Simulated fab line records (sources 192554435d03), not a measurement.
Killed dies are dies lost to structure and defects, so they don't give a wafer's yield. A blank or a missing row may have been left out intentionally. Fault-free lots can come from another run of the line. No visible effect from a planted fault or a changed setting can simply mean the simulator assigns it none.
fab line records | flow n5_finfet | part 2 of 2: steps 19 to 32 of 32
record lots=5 | wafers=15 | last_day=16
route steps=1938 shown BEOL_M15@1818 PASS1_DEP@1831 MIM_BOT@1832 MIM_TOP@1834 MIM_TOP_LITHO@1839
lots that met no fault: from a run of the same line without faults
start_h: the number of hours between the record's first day and the start of the first shown wafer of the lot | wait_h: hours from the lot's prior step to this one | " unchanged from the row above | L1.1+2: a single row standing in for several wafers | - either no value or no given start | * or withheld: withheld | < > ~ a bound
route shown NAME@n: NAME is a module with steps in the file, n the number in the route of the first one | usual: mean and standard deviation over wafers with no fault | same: alike in all rows | chamber/n: place in a boat | sites: per-site readings | _std_site: standard deviation of those values | _edge_site: outer sites' mean less inner sites' | radius_mm: how far each site lies from the wafer's centre | mask NAME#n: copy n | behind: the last tool/chamber to shape the wafer | hold: why the lot was held/for how many hours/how that ended | device: whichever transistor did not switch (one of n, p or np) | end of line: tests run on the same wafers once the route is complete | a step given without rows: its recipe and nothing more | killed: count of dies lost to structure and defects at first sort (not the wafer's yield) | map: the dies of a wafer, with x for killed, . for not killed, _ for no die there
set.NAME: the setting that was run; set.NAME@STEP: the one run at that earlier step | model.NAME: the simulator's own value behind a step, which no gauge read
lots at selected steps of the route; one table per step, one row per wafer
services: a tool's chamber out of use, with start hour (start_h, from the record's first day; less than 0 if before it), hours out, and reason
## steps
# step N5_MIM_TOP_ALD_02
# recipe material=Al2O3 | target_thk_a=* | temp_c=withheld | ald_precursor_family=TMA | ald_co_reactant=O3 | pulse_time_s=withheld | purge_time_s=3 | co_reactant_purge_time_s=withheld | co_reactant_pulse_time_s=3 | ald_cycles=withheld
# usual precursor_pulse_height_rel=1.002/0.02
lot.wafer | tool      | chamber | start_h | wait_h | precursor_pulse_height_rel
L079.2    | ald_hk-01 | 1       | -       | -      | 1.040
L079.4    | "         | 2       | "       | "      | 1.011
L079.6    | "         | 1       | "       | "      | 1.027
L083.1    | ald_hk-01 | 2       | -       | -      | 0.987
L083.2    | "         | 3       | "       | "      | 1.021
L083.6    | "         | 2       | "       | "      | 1.006
L087.1    | ald_hk-02 | 2       | -       | -      | 1.024
L087.2    | "         | 3       | "       | "      | 1.012
L087.6    | "         | 0       | "       | "      | 0.978
L089.2    | ald_hk-03 | 3       | -       | -      | 0.979
L089.3    | "         | 0       | "       | "      | 0.988
L089.4    | "         | 1       | "       | "      | 1.010
L095.1    | ald_hk-03 | 3       | -       | -      | 1.030
L095.4    | "         | 2       | "       | "      | 0.997
L095.6    | "         | 2       | "       | "      | 1.006
# step N5_MIM_TOP_DEGAS_04
# recipe ambient=vacuum | temp_c=300 | time_s=60
# usual heater_power_w=447/29
lot.wafer | tool           | chamber | start_h | wait_h | heater_power_w
L079.2    | pvd_sputter-01 | -       | 288.19  | -      | 419
L079.4    | "              | -       | "       | "      | 446
L079.6    | "              | -       | "       | "      | 453
L083.1    | pvd_sputter-02 | -       | 304.83  | -      | 407
L083.2    | "              | -       | "       | "      | 443
L083.6    | "              | -       | "       | "      | 456
L087.1    | pvd_sputter-01 | -       | 333.02  | -      | 431
L087.2    | "              | -       | "       | "      | 452
L087.6    | "              | -       | "       | "      | 461
L089.2    | pvd_sputter-03 | -       | 345.33  | -      | 411
L089.3    | "              | -       | "       | "      | 450
L089.4    | "              | -       | "       | "      | 502
L095.1    | pvd_sputter-03 | -       | 380.12  | -      | 476
L095.4    | "              | -       | "       | "      | 520
L095.6    | "              | -       | "       | "      | 391
# step N5_MIM_TOP_SPUTTER_03
# recipe material=TiN | target_thk_a=350 | temp_c=200 | power_w=3000 | chamber_pressure_pa=0.49996 | gas=Ar | reactive_partial_pa=0.37997 | time_s=89.7
# usual throttle_valve_pct=29.9/1.3
lot.wafer | tool           | chamber | start_h | wait_h | throttle_valve_pct
L079.2    | pvd_sputter-01 | -       | 288.23  | 0.0    | 28.8
L079.4    | "              | -       | "       | "      | 31.3
L079.6    | "              | -       | "       | "      | 31.5
L083.1    | pvd_sputter-02 | -       | 304.87  | 0.0    | 30.2
L083.2    | "              | -       | "       | "      | 29.1
L083.6    | "              | -       | "       | "      | 28.8
L087.1    | pvd_sputter-01 | -       | 333.06  | 0.0    | 29.0
L087.2    | "              | -       | "       | "      | 30.8
L087.6    | "              | -       | "       | "      | 31.2
L089.2    | pvd_sputter-03 | -       | 345.37  | 0.0    | 29.9
L089.3    | "              | -       | "       | "      | 30.2
L089.4    | "              | -       | "       | "      | 30.2
L095.1    | pvd_sputter-03 | -       | 380.16  | 0.0    | 31.8
L095.4    | "              | -       | "       | "      | 30.0
L095.6    | "              | -       | "       | "      | 29.7
# step N5_MIM_TOP_LITHO_HMDS_01
# recipe time_s=60 | temp_c=120
lot.wafer  | tool           | chamber | start_h | wait_h
L079.2+4+6 | litho_track-02 | 0       | 288.33  | 0.1
L083.1+2+6 | litho_track-04 | 0       | 304.98  | 0.1
L087.1+2+6 | litho_track-03 | 0       | 333.17  | 0.1
L089.2+3+4 | litho_track-04 | 0       | 345.48  | 0.1
L095.1+4+6 | litho_track-04 | 0       | 380.27  | 0.1
# step N5_MIM_TOP_LITHO_COAT_02
# recipe spin_rpm=* | resist_thk_nm=*
# usual spin_speed_rpm=*
lot.wafer | tool           | chamber | start_h | wait_h | spin_speed_rpm
L079.2    | litho_track-02 | 0       | -       | -      | *
L079.4    | "              | 0       | "       | "      | *
L079.6    | "              | 0       | "       | "      | *
L083.1    | litho_track-04 | 0       | -       | -      | *
L083.2    | "              | 0       | "       | "      | *
L083.6    | "              | 0       | "       | "      | *
L087.1    | litho_track-03 | 0       | -       | -      | *
L087.2    | "              | 0       | "       | "      | *
L087.6    | "              | 0       | "       | "      | *
L089.2    | litho_track-04 | 0       | -       | -      | *
L089.3    | "              | 0       | "       | "      | *
L089.4    | "              | 0       | "       | "      | *
L095.1    | litho_track-04 | 0       | -       | -      | *
L095.4    | "              | 0       | "       | "      | *
L095.6    | "              | 0       | "       | "      | *
# step N5_MIM_TOP_LITHO_EBR_04
# recipe solvent=PGMEA | ebr_width_mm=1.5
lot.wafer  | tool           | chamber | start_h | wait_h
L079.2+4+6 | litho_track-02 | 0       | -       | -
L083.1+2+6 | litho_track-04 | 0       | -       | -
L087.1+2+6 | litho_track-03 | 0       | -       | -
L089.2+3+4 | litho_track-04 | 0       | -       | -
L095.1+4+6 | litho_track-04 | 0       | -       | -
# step N5_MIM_TOP_LITHO_SOFTBAKE_03
# recipe temp_c=100 | time_s=90
lot.wafer  | tool           | chamber | start_h | wait_h
L079.2+4+6 | litho_track-02 | 0       | -       | -
L083.1+2+6 | litho_track-04 | 0       | -       | -
L087.1+2+6 | litho_track-03 | 0       | -       | -
L089.2+3+4 | litho_track-04 | 0       | -       | -
L095.1+4+6 | litho_track-04 | 0       | -       | -
# step N5_MIM_TOP_LITHO_EXPOSE_05
# recipe mask_id=MIM_TOP | na=0.55 | source_shape=conventional | sigma_outer=0.8 | polarization=unpolarized | target_cd_nm=2000 | dose_mj=20.5
# same sigma_outer=0.8
lot.wafer  | tool           | chamber | start_h | wait_h | mask
L079.2+4+6 | krf_scanner-01 | 0       | 288.57  | -      | MIM_TOP#0
L083.1+2+6 | krf_scanner-01 | 0       | 305.21  | -      | MIM_TOP#0
L087.1+2+6 | krf_scanner-01 | 0       | 333.28  | -      | MIM_TOP#0
L089.2+3+4 | krf_scanner-01 | 0       | 345.59  | -      | MIM_TOP#0
L095.1+4+6 | krf_scanner-01 | 0       | 380.37  | -      | MIM_TOP#0
# step N5_MIM_TOP_LITHO_PEB_06
# recipe peb_temp_c=withheld | peb_time_s=*
lot.wafer  | tool           | chamber | start_h | wait_h
L079.2+4+6 | litho_track-03 | 0       | 288.62  | 0.0
L083.1+2+6 | litho_track-03 | 0       | 305.26  | 0.1
L087.1+2+6 | litho_track-04 | 0       | 333.34  | 0.1
L089.2+3+4 | litho_track-02 | 0       | 345.64  | 0.0
L095.1+4+6 | litho_track-03 | 0       | 380.43  | 0.1
# step N5_MIM_TOP_LITHO_DEVELOP_07
# recipe develop_time_s=60 | rinse_liquid=diw | dry=air_spin | dev_temp_c=21
lot.wafer  | tool           | chamber | start_h | wait_h
L079.2+4+6 | litho_track-03 | 0       | -       | -
L083.1+2+6 | litho_track-03 | 0       | -       | -
L087.1+2+6 | litho_track-04 | 0       | -       | -
L089.2+3+4 | litho_track-02 | 0       | -       | -
L095.1+4+6 | litho_track-03 | 0       | -       | -
# step N5_MIM_TOP_LITHO_HARDBAKE_09
# recipe temp_c=130 | time_s=120
lot.wafer  | tool           | chamber | start_h | wait_h
L079.2+4+6 | litho_track-03 | 0       | -       | -
L083.1+2+6 | litho_track-03 | 0       | -       | -
L087.1+2+6 | litho_track-04 | 0       | -       | -
L089.2+3+4 | litho_track-02 | 0       | -       | -
L095.1+4+6 | litho_track-03 | 0       | -       | -
# step N5_MIM_TOP_LITHO_CD_MEAS_08
# recipe target_cd_nm=2000 | landing_energy_ev=500 | detector=se_inlens
# usual cd_nm=1999.2/1.7
lot.wafer | tool      | chamber | start_h | wait_h | cd_nm
L079.2    | cd_sem-02 | 0       | 288.74  | -      | 1999.1
L079.4    | "         | 0       | "       | "      | 1998.9
L079.6    | "         | 0       | "       | "      | 1999.0
L083.1    | cd_sem-02 | 0       | 305.38  | -      | 1998.0
L083.2    | "         | 0       | "       | "      | 1999.8
L083.6    | "         | 0       | "       | "      | 1995.9
L087.1    | cd_sem-01 | 0       | 333.45  | -      | 1999.8
L087.2    | "         | 0       | "       | "      | 1999.3
L087.6    | "         | 0       | "       | "      | 1998.3
L089.2    | cd_sem-01 | 0       | 345.76  | -      | 2000.3
L089.3    | "         | 0       | "       | "      | 1997.6
L089.4    | "         | 0       | "       | "      | 1997.8
L095.1    | cd_sem-01 | 0       | 380.55  | -      | 2001.1
L095.4    | "         | 0       | "       | "      | 2000.8
L095.6    | "         | 0       | "       | "      | 1999.6
# step N5_MIM_TOP_LITHO_OVL_MEAS_11
# recipe points_per_wafer=44
# usual MIM_TOP_OVL=1/5.1
lot.wafer | tool       | chamber | start_h | wait_h | MIM_TOP_OVL[nm]
L079.2    | overlay-02 | 0       | 288.77  | 0.0    | 2
L079.4    | "          | 0       | "       | "      | 1
L079.6    | "          | 0       | "       | "      | 9
L083.1    | overlay-01 | 0       | 305.41  | 0.0    | -2
L083.2    | "          | 0       | "       | "      | -10
L083.6    | "          | 0       | "       | "      | 2
L087.1    | overlay-02 | 0       | 333.48  | 0.0    | 4
L087.2    | "          | 0       | "       | "      | -2
L087.6    | "          | 0       | "       | "      | 5
L089.2    | overlay-01 | 0       | 345.82  | 0.1    | 1
L089.3    | "          | 0       | "       | "      | -9
L089.4    | "          | 0       | "       | "      | -9
L095.1    | overlay-02 | 0       | 380.58  | 0.0    | 0
L095.4    | "          | 0       | "       | "      | 7
L095.6    | "          | 0       | "       | "      | 0
# step N5_MIM_TOP_LITHO_INSPECT_12
# recipe mode=adi | inspect_instrument=macro
# usual raw_defect_count=2.2/1.5
lot.wafer | tool              | chamber | start_h | wait_h | raw_defect_count
L079.2    | defect_inspect-02 | -       | 288.82  | 0.0    | 2
L079.4    | "                 | -       | "       | "      | 0
L079.6    | "                 | -       | "       | "      | 1
L083.1    | defect_inspect-01 | -       | 305.44  | 0.0    | 2
L083.2    | "                 | -       | "       | "      | 2
L083.6    | "                 | -       | "       | "      | 1
L087.1    | defect_inspect-02 | -       | 333.51  | 0.0    | 3
L087.2    | "                 | -       | "       | "      | 1
L087.6    | "                 | -       | "       | "      | 2
L089.2    | defect_inspect-01 | -       | 345.84  | 0.0    | 4
L089.3    | "                 | -       | "       | "      | 2
L089.4    | "                 | -       | "       | "      | 1
L095.1    | defect_inspect-01 | -       | 380.60  | 0.0    | 6
L095.4    | "                 | -       | "       | "      | 1
L095.6    | "                 | -       | "       | "      | 1
## services
tool           | chamber | start_h | hours | kind
ecd_cu-01      | -       | 269.71  | 14.2  | repair
pecvd-04       | 0       | 272.73  | 8.0   | repair
pecvd-01       | 0       | 276.77  | 4.4   | repair
cmp-01         | -       | 278.41  | 0.9   | repair
pecvd-04       | -       | 286.91  | 2.5   | repair
pecvd-01       | 0       | 289.85  | 5.5   | scheduled_down
krf_scanner-01 | -       | 291.97  | 0.8   | pm
pecvd-03       | -       | 305.30  | 1.0   | repair
litho_track-03 | -       | 305.49  | -     | consumable_replace:filter
cmp-01         | -       | 308.00  | 1.2   | repair
pecvd-03       | -       | 330.53  | 1.1   | repair
cmp-02         | -       | 333.85  | 0.5   | repair
cmp-04         | -       | 335.44  | 0.7   | repair
pecvd-02       | 0       | 342.26  | 4.8   | repair
krf_scanner-01 | 0       | 357.54  | -     | calibration
cmp-01         | -       | 357.87  | 4.0   | pm
cmp-04         | -       | 359.68  | 1.9   | repair
cmp-02         | -       | 366.59  | 1.7   | repair
cmp-01         | -       | 368.23  | 8.7   | pm
pecvd-04       | -       | 374.48  | 1.1   | repair
cmp-01         | -       | 376.94  | 4.4   | pm
krf_scanner-01 | -       | 377.72  | 1.3   | pm
pecvd-03       | 2       | 377.92  | 5.5   | scheduled_down
pecvd-02       | 0       | 380.25  | 5.5   | scheduled_down
